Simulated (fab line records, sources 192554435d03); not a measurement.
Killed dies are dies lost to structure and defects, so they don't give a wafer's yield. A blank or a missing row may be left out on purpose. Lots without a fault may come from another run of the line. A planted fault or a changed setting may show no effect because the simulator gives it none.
fab line records | flow n5_finfet
record lots=13 wafers=39 last_day=18
route steps=1938 shown PMOS_HMC_CHANNEL_EPI@76 TV_LITHO@1883 PASSIVATION@1916
lots that met no fault: from a run of the same line without faults
start_h: hours from the record's first day to the start of the lot's first wafer shown | wait_h: hours since the lot's step before | " the same as in the row above | L1.1+2: a row that stands for several wafers | - no value, or no start given | * or withheld: withheld | < > ~ a bound
route shown NAME@n: a module of which the file shows steps, and the number in the route of the first | usual: mean/standard deviation of fault-free wafers | same: alike in all rows | chamber/n: place in a boat | sites: the reading at each site | _std_site: their standard deviation | _edge_site: outer sites' mean less inner sites' | radius_mm: how far each site lies from the wafer's centre | mask NAME#n: copy n | behind: the tool/chamber that last shaped the wafer | hold: why the lot was held/for how many hours/how that ended | device: the transistor (n, p or np) that didn't switch | end of line: the same wafers' tests at the end of the route | a step without rows: its recipe alone | killed: dies lost to structure and defects at the first sort, not the wafer's yield | map: a wafer's dies, x killed, . not, _ none there
set.NAME: the setting as run; set.NAME@STEP: as run at that earlier step | model.NAME: the simulator's own value behind a step, which no gauge read
steps of the route over a sample of lots; a table a step, a row a wafer
services: from which hour (start_h, from the record's first day; less than 0 if before it) a tool's chamber was out of use, for how many hours, and why
## steps
# step N5_PMOS_HMC_CHANNEL_EPI_PRECLEAN_18
# recipe chemistry=DHF time_s=30 temp_c=25 dilution=withheld
# columns lot.wafer tool chamber start_h wait_h
L188.3+4+6 wet_bench-06 5,6,1 19.78 0.0
L190.3+5+6 wet_bench-02 1,0,7 29.84 0.0
L191.1+2+6 wet_bench-02 2,5,4 36.18 0.0
L192.3+5+6 wet_bench-05 6,0,7 42.93 0.0
L193.2+3+6 wet_bench-02 5,1,6 48.83 0.0
L195.1+3+6 wet_bench-02 1,6,3 59.77 0.0
L197.3+4+6 wet_bench-05 7,0,2 72.38 0.0
L203.3+4+6 wet_bench-06 2,3,1 109.46 0.0
L204.2+4+6 wet_bench-06 1,0,2 114.79 0.0
L206.1+2+5 wet_bench-05 2,1,6 128.13 0.0
L208.3+4+5 wet_bench-05 5,6,0 137.80 0.0
L209.2+3+5 wet_bench-06 4,3,2 144.53 0.0
L211.2+3+5 wet_bench-02 4,3,2 156.52 0.0
# step N5_PASSIVATION_CD_MEAS_10
# recipe target_cd_nm=3000 landing_energy_ev=500 detector=se_inlens
# usual cd_nm=3001.0/2.1
# columns lot.wafer tool chamber start_h wait_h cd_nm
L188.3 cd_sem-03 0 261.39 - 2999.8
L188.4 " 0 " " 3002.5
L188.6 " 0 " " 3002.7
L192.3 cd_sem-03 0 290.26 - 2999.9
L192.5 " 0 " " 2997.5
L192.6 " 0 " " 3000.5
L190.3 cd_sem-02 0 290.54 - 3001.3
L190.5 " 0 " " 3001.3
L190.6 " 0 " " 3005.8
L191.1 cd_sem-02 0 293.31 - 3003.6
L191.2 " 0 " " 2999.3
L191.6 " 0 " " 2997.3
L195.1 cd_sem-02 0 323.70 - 3002.8
L195.3 " 0 " " 2998.4
L195.6 " 0 " " 3004.0
L197.3 cd_sem-02 0 348.39 - 2999.4
L197.4 " 0 " " 3001.2
L197.6 " 0 " " 3001.5
L193.2 cd_sem-03 0 353.19 - 2999.7
L193.3 " 0 " " 3000.8
L193.6 " 0 " " 3001.6
L203.3 cd_sem-01 0 390.74 - 2996.0
L203.4 " 0 " " 3002.3
L203.6 " 0 " " 3003.4
L204.2 cd_sem-03 0 391.01 - 3003.2
L204.4 " 0 " " 3000.4
L204.6 " 0 " " 3001.5
L206.1 cd_sem-02 0 425.34 - 3001.8
L206.2 " 0 " " 2999.3
L206.5 " 0 " " 2998.5
L209.2 cd_sem-03 0 428.22 - 2999.4
L209.3 " 0 " " 3000.9
L209.5 " 0 " " 3002.7
L208.3 cd_sem-01 0 428.38 - 3002.1
L208.4 " 0 " " 3003.6
L208.5 " 0 " " 3000.5
L211.2 cd_sem-01 0 429.61 - 3004.3
L211.3 " 0 " " 3000.0
L211.5 " 0 " " 3001.9
# step N5_PASSIVATION_PECVD_35
# recipe material=SiNx target_thk_a=7000 temp_c=400 precursor=SiH4/NH3/N2 pressure_torr=4.9 rf_w=1406 time_s=151.3
# usual heater_power_w=373/84 showerhead_plenum_p_Torr=8.68/0.073 throttle_valve_pct=28.6/1.4
# columns lot.wafer tool chamber start_h wait_h heater_power_w showerhead_plenum_p_Torr throttle_valve_pct
L188.3 pecvd-01 2 264.60 0.1 339 8.70 27.3
L188.4 " 0 " " 330 8.73 28.7
L188.6 " 1 " " 515 8.68 31.0
L192.3 pecvd-02 1 293.05 0.1 172 8.60 28.9
L192.5 " 2 " " 392 8.78 26.1
L192.6 " 0 " " 336 8.62 30.5
L190.3 pecvd-01 1 293.74 0.1 548 8.68 30.9
L190.5 " 0 " " 373 8.72 28.6
L190.6 " 1 " " 389 8.67 30.9
L191.1 pecvd-01 2 297.22 0.1 317 8.71 26.8
L191.2 " 1 " " 523 8.68 30.6
L191.6 " 2 " " 355 8.70 27.3
L195.1 pecvd-01 0 327.15 0.1 353 8.72 28.5
L195.3 " 2 " " 416 8.67 27.1
L195.6 " 0 " " 372 8.73 28.8
L197.3 pecvd-03 1 352.06 0.1 380 8.54 28.5
L197.4 " 2 " " 339 8.70 27.5
L197.6 " 1 " " 400 8.53 28.7
L193.2 pecvd-03 0 357.81 0.1 440 8.73 28.3
L193.3 " 1 " " 269 8.52 28.7
L193.6 " 1 " " 328 8.53 28.3
L203.3 pecvd-03 1 393.69 0.1 341 8.52 28.4
L203.4 " 2 " " 392 8.69 27.7
L203.6 " 1 " " 373 8.55 28.7
L204.2 pecvd-01 1 394.36 0.1 487 8.64 30.8
L204.4 " 1 " " 526 8.69 30.8
L204.6 " 2 " " 410 8.68 27.5
L206.1 pecvd-02 2 429.61 0.1 447 8.75 26.5
L206.2 " 1 " " 137 8.55 28.3
L206.5 " 2 " " 286 8.76 26.5
L209.2 pecvd-03 0 431.80 0.1 458 8.76 28.5
L209.3 " 2 " " 386 8.67 27.8
L209.5 " 0 " " 486 8.74 28.4
L208.3 pecvd-01 2 432.08 0.1 283 8.70 27.4
L208.4 " 2 " " 335 8.69 27.4
L208.5 " 1 " " 401 8.67 30.7
L211.2 pecvd-01 1 432.53 0.1 564 8.67 30.8
L211.3 " 0 " " 332 8.74 28.6
L211.5 " 2 " " 433 8.68 27.3
# step N5_PASSIVATION_PROBE_49
# usual defect_limited_yield=91.5/1.5 killed_at_M0_to_M3=33/10 killed_at_M4_up=15/6.4 killed_at_contacts=12/5.4 killed_at_front_end=38/9.8 killed_at_other=4/3.1 killed_dies=101/18 killed_on_rim=13/3.9 killed_open=67/14 killed_short=33/7.9 sort_bin_5_function=5.0/1 sort_bin_6_memory=3.2/0.67 sort_n_pass=1079/18 sort_yield_pct=91.5/1.5
# same gross_dies=1180 killed_at_back_side=0 sort_bin_4_leakage[%]=0 sort_bin_8_speed[%]=0
# columns lot.wafer tool chamber start_h wait_h defect_limited_yield[%] killed_at_M0_to_M3 killed_at_M4_up killed_at_contacts killed_at_front_end killed_at_other killed_dies killed_on_rim killed_open killed_short sort_bin_5_function[%] sort_bin_6_memory[%] sort_n_pass sort_yield_pct[%]
L192.3 prober-01 - 296.88 0.1 91.9 36 15 8 31 5 95 18 62 32 5.1 2.7 1085 91.9
L192.5 prober-01 - 296.98 0.2 91.9 32 8 11 42 3 96 11 70 25 5.8 2.3 1084 91.9
L192.6 prober-01 - 297.03 0.3 92.8 34 11 6 30 4 85 8 59 26 4.4 2.6 1095 92.8
L190.3 prober-02 - 298.06 0.1 91.6 30 14 9 45 1 99 13 64 34 5.3 2.7 1081 91.6
L190.5 prober-02 - 298.16 0.2 92.5 28 8 12 39 1 88 13 58 29 4.5 2.5 1092 92.5
L190.6 prober-02 - 298.21 0.3 92.4 21 15 7 47 0 90 12 62 27 5.1 2.5 1090 92.4
L195.1 prober-02 - 330.82 0.0 81.6 48 35 11 123 0 217 32 107 35 10.6 4.9 963 81.6
L195.3 prober-02 - 330.92 0.1 83.4 30 29 24 106 7 196 35 93 37 9.5 4.8 984 83.4
L195.6 prober-02 - 331.07 0.3 80.8 40 23 4 157 3 227 34 77 44 10.1 5.2 953 80.8
L197.3 prober-01 - 356.13 0.1 91.4 29 11 5 47 10 102 11 75 27 5.2 3.1 1078 91.4
L197.4 prober-01 - 356.18 0.2 90.8 37 20 8 35 9 109 17 80 27 4.7 4.2 1071 90.8
L197.6 prober-01 - 356.28 0.3 91.7 33 12 3 39 11 98 12 64 34 4.8 3.2 1082 91.7
L193.2 prober-02 - 361.65 0.1 84.8 45 4 14 114 2 179 26 51 36 9.8 2.7 1001 84.8
L193.3 prober-02 - 361.70 0.1 83.8 47 16 17 109 2 191 31 72 44 9.2 4.9 989 83.8
L193.6 prober-02 - 361.85 0.3 84.7 57 10 13 99 1 180 30 82 36 9.2 3.6 1000 84.7
L203.3 prober-01 - 397.53 0.1 93.6 24 14 4 33 1 76 10 47 29 4.1 2.4 1104 93.6
L203.4 prober-01 - 397.58 0.2 93.1 25 14 4 37 2 82 11 53 28 4.5 2.2 1098 93.1
L203.6 prober-01 - 397.68 0.3 93.8 20 10 13 26 4 73 11 44 29 3.6 2.5 1107 93.8
L204.2 prober-02 - 399.45 0.1 87.8 45 7 15 72 5 144 20 83 61 7.3 4.3 1036 87.8
L204.4 prober-02 - 399.55 0.2 89.9 30 15 13 49 12 119 19 87 32 6.4 3.4 1061 89.9
L204.6 prober-02 - 399.65 0.3 90.6 35 13 17 41 5 111 13 73 38 5.6 3.6 1069 90.6
L206.1 prober-02 - 433.47 0.0 91.1 36 9 18 40 2 105 8 66 38 4.8 3.5 1075 91.1
L206.2 prober-02 - 433.52 0.1 87.5 48 17 13 63 6 147 13 95 50 7.5 4.4 1033 87.5
L206.5 prober-02 - 433.67 0.2 89.1 41 23 21 40 4 129 18 96 33 6.9 4.0 1051 89.1
L208.3 prober-02 - 435.84 0.1 93.1 32 11 12 26 0 81 8 45 35 3.6 3.0 1099 93.1
L208.4 prober-02 - 435.89 0.2 91.0 47 12 18 29 0 106 15 78 28 5.1 3.5 1074 91.0
L208.5 prober-02 - 435.94 0.2 91.3 46 9 19 22 7 103 9 61 42 4.7 3.6 1077 91.3
L211.2 prober-01 - 437.17 0.1 93.6 23 9 14 29 0 75 11 61 14 3.6 2.6 1105 93.6
L211.3 prober-01 - 437.22 0.1 91.4 26 15 13 46 1 101 17 64 37 5.0 3.4 1079 91.4
L211.5 prober-01 - 437.32 0.2 91.8 22 19 11 42 3 97 15 66 29 4.4 3.5 1083 91.8
# killed by level:class
L192.3 STI_FIN_REVEAL:geometric_particle:open=15 BEOL_M2:geometric_particle:open=11 BEOL_M4:geometric_particle:open=6 MOL_CONTACT_COAG:geometric_particle:open=5 BEOL_M0_SAQP:geometric_particle:short=5 BEOL_M0_SAQP:geometric_particle:open=5 BEOL_M1:geometric_particle:open=5 BEOL_M3:geometric_particle:short=5
L192.5 STI_FIN_REVEAL:geometric_particle:open=14 BEOL_M0_SAQP:geometric_particle:open=12 MOL_CONTACT_COAG:geometric_particle:open=10 BEOL_M1:geometric_particle:open=7 BEOL_M4:geometric_particle:open=6 DUMMY_GATE:geometric_particle:open=5 BEOL_M0_SAQP:geometric_particle:short=5 STARTING-WAFER:geometric_particle:short=5
L192.6 BEOL_M2:geometric_particle:open=10 BEOL_M0_SAQP:geometric_particle:open=9 STI_FIN_REVEAL:geometric_particle:open=6 BEOL_M3:geometric_particle:open=6 MOL_CONTACT_COAG:geometric_particle:open=5 STARTING-WAFER:geometric_particle:open=4 STARTING-WAFER:geometric_particle:short=4 FIN_SAQP:geometric_particle:short=3
L190.3 FIN_SAQP:geometric_particle:open=13 FIN_SAQP:geometric_particle:short=11 BEOL_M0_SAQP:geometric_particle:short=10 MOL_CONTACT_COAG:geometric_particle:open=8 BEOL_M2:geometric_particle:open=8 BEOL_M0_SAQP:geometric_particle:open=7 BEOL_M4:geometric_particle:open=6 STI_FIN_REVEAL:geometric_particle:open=5
L190.5 MOL_CONTACT_COAG:geometric_particle:open=12 BEOL_M0_SAQP:geometric_particle:open=9 BEOL_M0_SAQP:geometric_particle:short=8 FIN_SAQP:geometric_particle:short=7 FIN_SAQP:geometric_particle:open=6 STI_FIN_REVEAL:geometric_particle:open=6 GATE_CUT:geometric_particle:open=6 BEOL_M1:geometric_particle:open=5
L190.6 FIN_SAQP:geometric_particle:open=11 FIN_SAQP:geometric_particle:short=9 BEOL_M4:geometric_particle:open=7 STI_FIN_REVEAL:geometric_particle:open=6 MOL_CONTACT_COAG:geometric_particle:open=5 GATE_CUT:geometric_particle:open=5 BEOL_M2:geometric_particle:open=5 GATE_CUT:geometric_particle:short=4
L195.1 PMOS_HMC_CHANNEL_EPI:unspecified=75 BEOL_M4:geometric_particle:open=19 FIN_SAQP:geometric_particle:open=17 BEOL_M3:geometric_particle:open=12 FIN_SAQP:geometric_particle:short=11 BEOL_M1:geometric_particle:open=11 BEOL_M0_SAQP:geometric_particle:open=10 STI_FIN_REVEAL:geometric_particle:open=8
L195.3 PMOS_HMC_CHANNEL_EPI:unspecified=63 MOL_CONTACT_COAG:geometric_particle:open=22 BEOL_M4:geometric_particle:open=12 BEOL_M0_SAQP:geometric_particle:open=11 GATE_CUT:geometric_particle:short=9 FIN_SAQP:geometric_particle:open=6 BEOL_M0_SAQP:geometric_particle:short=6 FIN_SAQP:geometric_particle:short=5
L195.6 PMOS_HMC_CHANNEL_EPI:unspecified=105 FIN_SAQP:geometric_particle:open=15 FIN_SAQP:geometric_particle:short=13 BEOL_M0_SAQP:geometric_particle:short=11 BEOL_M4:geometric_particle:open=11 BEOL_M3:geometric_particle:open=8 STI_FIN_REVEAL:geometric_particle:open=8 BEOL_M0_SAQP:geometric_particle:open=8
L197.3 STI_FIN_REVEAL:geometric_particle:open=24 BEOL_M0_SAQP:geometric_particle:open=12 BEOL_M0_SAQP:geometric_particle:short=8 FIN_SAQP:geometric_particle:short=6 MOL_CONTACT_COAG:geometric_particle:open=5 BEOL_M4:geometric_particle:open=5 MIM_TOP:geometric_particle:open=4 BEOL_M2:geometric_particle:open=3
L197.4 BEOL_M0_SAQP:geometric_particle:open=9 FIN_SAQP:geometric_particle:open=8 BEOL_M3:geometric_particle:open=7 MOL_CONTACT_COAG:geometric_particle:open=7 BEOL_M2:geometric_particle:open=7 BEOL_M5:geometric_particle:open=7 BEOL_M0_SAQP:geometric_particle:short=6 STI_FIN_REVEAL:geometric_particle:open=5
L197.6 BEOL_M0_SAQP:geometric_particle:open=8 FIN_SAQP:geometric_particle:short=7 FIN_SAQP:geometric_particle:open=7 BEOL_M0_SAQP:geometric_particle:short=7 BEOL_M1:geometric_particle:open=7 ILD0:geometric_particle:open=6 BEOL_M3:geometric_particle:open=5 BEOL_M1:geometric_particle:short=4
L193.2 PMOS_HMC_CHANNEL_EPI:unspecified=91 BEOL_M0_SAQP:geometric_particle:short=14 BEOL_M0_SAQP:geometric_particle:open=12 MOL_CONTACT_COAG:geometric_particle:open=11 BEOL_M1:geometric_particle:open=8 BEOL_M3:geometric_particle:open=5 GATE_CUT:geometric_particle:short=4 BEOL_M1:geometric_particle:short=4
L193.3 PMOS_HMC_CHANNEL_EPI:unspecified=74 MOL_CONTACT_COAG:geometric_particle:open=13 BEOL_M0_SAQP:geometric_particle:short=13 STI_FIN_REVEAL:geometric_particle:open=12 BEOL_M1:geometric_particle:open=10 BEOL_M3:geometric_particle:open=7 BEOL_M0_SAQP:geometric_particle:open=6 BEOL_M1:geometric_particle:short=6
L193.6 PMOS_HMC_CHANNEL_EPI:unspecified=61 BEOL_M1:geometric_particle:open=17 MOL_CONTACT_COAG:geometric_particle:open=13 STI_FIN_REVEAL:geometric_particle:open=12 BEOL_M0_SAQP:geometric_particle:short=11 BEOL_M3:geometric_particle:open=9 BEOL_M2:geometric_particle:open=7 FIN_SAQP:geometric_particle:short=6
L203.3 STI_FIN_REVEAL:geometric_particle:open=8 BEOL_M0_SAQP:geometric_particle:short=8 FIN_SAQP:geometric_particle:short=7 BEOL_M4:geometric_particle:open=6 STARTING-WAFER:geometric_particle:open=4 BEOL_M0:geometric_particle:open=4 BEOL_M7:geometric_particle:open=4 FIN_SAQP:geometric_particle:open=3
L203.4 FIN_SAQP:geometric_particle:short=9 STI_FIN_REVEAL:geometric_particle:open=8 FIN_SAQP:geometric_particle:open=6 BEOL_M0_SAQP:geometric_particle:open=6 BEOL_M4:geometric_particle:open=5 MOL_CONTACT_COAG:geometric_particle:open=4 BEOL_M2:geometric_particle:open=4 BEOL_M3:geometric_particle:short=4
L203.6 MOL_CONTACT_COAG:geometric_particle:open=9 BEOL_M0_SAQP:geometric_particle:open=8 FIN_SAQP:geometric_particle:short=5 BEOL_M4:geometric_particle:open=5 FIN_SAQP:geometric_particle:open=4 MOL_CONTACT_COAG:geometric_particle:short=4 BEOL_M0_SAQP:geometric_particle:short=4 GATE_CUT:geometric_particle:short=3
L204.2 FIN_SAQP:geometric_particle:open=28 FIN_SAQP:geometric_particle:short=23 BEOL_M0_SAQP:geometric_particle:open=14 BEOL_M0_SAQP:geometric_particle:short=14 MOL_CONTACT_COAG:geometric_particle:open=11 STI_FIN_REVEAL:geometric_particle:open=5 GATE_CUT:geometric_particle:short=5 BEOL_M3:geometric_particle:open=5
L204.4 FIN_SAQP:geometric_particle:open=27 MOL_CONTACT_COAG:geometric_particle:open=11 FIN_SAQP:geometric_particle:short=9 BEOL_M0_SAQP:geometric_particle:open=8 BEOL_M0_SAQP:geometric_particle:short=5 BEOL_M3:geometric_particle:open=5 BEOL_M7:geometric_particle:open=4 BEOL_M4:geometric_particle:open=4
L204.6 MOL_CONTACT_COAG:geometric_particle:open=13 BEOL_M0_SAQP:geometric_particle:open=12 FIN_SAQP:geometric_particle:open=10 BEOL_M0_SAQP:geometric_particle:short=10 FIN_SAQP:geometric_particle:short=8 STI_FIN_REVEAL:geometric_particle:open=6 BEOL_M4:geometric_particle:open=6 GATE_CUT:geometric_particle:short=5
L206.1 MOL_CONTACT_COAG:geometric_particle:open=15 BEOL_M0_SAQP:geometric_particle:open=11 FIN_SAQP:geometric_particle:open=8 BEOL_M0_SAQP:geometric_particle:short=8 BEOL_M1:geometric_particle:open=6 DUMMY_GATE:geometric_particle:open=5 GATE_CUT:geometric_particle:short=5 BEOL_M0:geometric_particle:short=5
L206.2 MOL_CONTACT_COAG:geometric_particle:open=12 FIN_SAQP:geometric_particle:open=11 STI_FIN_REVEAL:geometric_particle:open=11 BEOL_M0_SAQP:geometric_particle:short=11 BEOL_M0_SAQP:geometric_particle:open=11 BEOL_M2:geometric_particle:open=10 BEOL_M4:geometric_particle:open=7 FIN_SAQP:geometric_particle:short=6
L206.5 MOL_CONTACT_COAG:geometric_particle:open=18 BEOL_M1:geometric_particle:open=12 DUMMY_GATE:geometric_particle:open=10 FIN_SAQP:geometric_particle:open=7 BEOL_M0_SAQP:geometric_particle:open=7 BEOL_M4:geometric_particle:open=7 BEOL_M3:geometric_particle:open=6 BEOL_M1:geometric_particle:short=6
L208.3 FIN_SAQP:geometric_particle:short=10 BEOL_M0_SAQP:geometric_particle:short=10 MOL_CONTACT_COAG:geometric_particle:open=9 BEOL_M0_SAQP:geometric_particle:open=5 BEOL_M0:geometric_particle:open=5 BEOL_M2:geometric_particle:open=5 FIN_SAQP:geometric_particle:open=4 DUMMY_GATE:geometric_particle:open=4
L208.4 MOL_CONTACT_COAG:geometric_particle:open=17 BEOL_M0:geometric_particle:open=14 FIN_SAQP:geometric_particle:open=9 BEOL_M0_SAQP:geometric_particle:short=9 BEOL_M2:geometric_particle:open=7 BEOL_M1:geometric_particle:open=6 DUMMY_GATE:geometric_particle:open=4 GATE_CUT:geometric_particle:short=4
L208.5 MOL_CONTACT_COAG:geometric_particle:open=16 BEOL_M0_SAQP:geometric_particle:short=15 BEOL_M0_SAQP:geometric_particle:open=12 BEOL_M1:geometric_particle:open=7 BEOL_M3:geometric_particle:open=6 FIN_SAQP:geometric_particle:short=5 STARTING-WAFER:geometric_particle:short=5 MOL_CONTACT_COAG:geometric_particle:short=3
L211.2 MOL_CONTACT_COAG:geometric_particle:open=13 FIN_SAQP:geometric_particle:open=9 BEOL_M1:geometric_particle:open=6 BEOL_M3:geometric_particle:open=6 DUMMY_GATE:geometric_particle:open=5 FIN_SAQP:geometric_particle:short=4 BEOL_M0_SAQP:geometric_particle:short=4 GATE_CUT:geometric_particle:open=3
L211.3 FIN_SAQP:geometric_particle:open=16 MOL_CONTACT_COAG:geometric_particle:open=10 FIN_SAQP:geometric_particle:short=8 STI_FIN_REVEAL:geometric_particle:open=6 BEOL_M0_SAQP:geometric_particle:short=6 BEOL_M1:geometric_particle:open=5 BEOL_M5:geometric_particle:open=5 GATE_CUT:geometric_particle:short=4
L211.5 STI_FIN_REVEAL:geometric_particle:open=12 MOL_CONTACT_COAG:geometric_particle:open=10 BEOL_M4:geometric_particle:open=8 FIN_SAQP:geometric_particle:open=7 FIN_SAQP:geometric_particle:short=7 BEOL_M3:geometric_particle:open=7 BEOL_M1:geometric_particle:open=6 DUMMY_GATE:geometric_particle:short=3
## services
# columns tool chamber start_h hours kind
pecvd-01 1 0.15 2.1 scheduled_down
pecvd-03 - 0.63 1.5 repair
pecvd-03 1 26.52 2.1 scheduled_down
pecvd-03 - 43.67 0.9 repair
pecvd-01 - 51.57 2.8 pm
pecvd-01 - 110.41 6.0 pm
pecvd-01 0 124.34 8.1 repair
pecvd-02 - 144.48 2.8 pm
pecvd-02 - 177.29 1.3 repair
pecvd-01 2 187.71 5.5 scheduled_down
pecvd-03 2 202.38 - clean
pecvd-03 2 202.38 - consumable_replace:showerhead
pecvd-03 2 202.38 29.0 scheduled_down
wet_bench-05 - 203.59 1.9 pm
wet_bench-02 - 221.40 4.7 repair
wet_bench-02 - 245.90 2.4 repair
pecvd-03 - 255.45 3.2 repair
pecvd-03 0 264.70 12.5 repair
pecvd-03 0 286.79 6.2 repair
pecvd-03 1 289.53 4.4 repair
wet_bench-05 - 298.90 3.9 repair
pecvd-01 0 318.38 5.5 scheduled_down
wet_bench-02 - 349.54 5.2 repair
pecvd-02 - 385.94 0.4 repair
## key
first_sign step=N5_PASSIVATION_PROBE_49 reading=killed_at_front_end direction=up sigmas=8.2 usual=38 struck=118
effect step=N5_PASSIVATION_PROBE_49 reading=killed_dies direction=up sigmas=5.4 usual=101 struck=198
more_kills_born_at N5_PMOS_HMC_CHANNEL_EPI_PRECLEAN_18@wet_bench-02=469
met_at N5_PMOS_HMC_CHANNEL_EPI_PRECLEAN_18
struck_lots L193,L195
not_acting_at N5_PASSIVATION_CD_MEAS_10,N5_PASSIVATION_PECVD_35
onset_between 36.18 48.83
fault kind=chamber_particle_source tool=wet_bench-02 chamber=- onset_h=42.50 steps=N5_PMOS_HMC_CHANNEL_EPI_PRECLEAN_18 rate_per_visit_cm2=1.4608 end_h=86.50
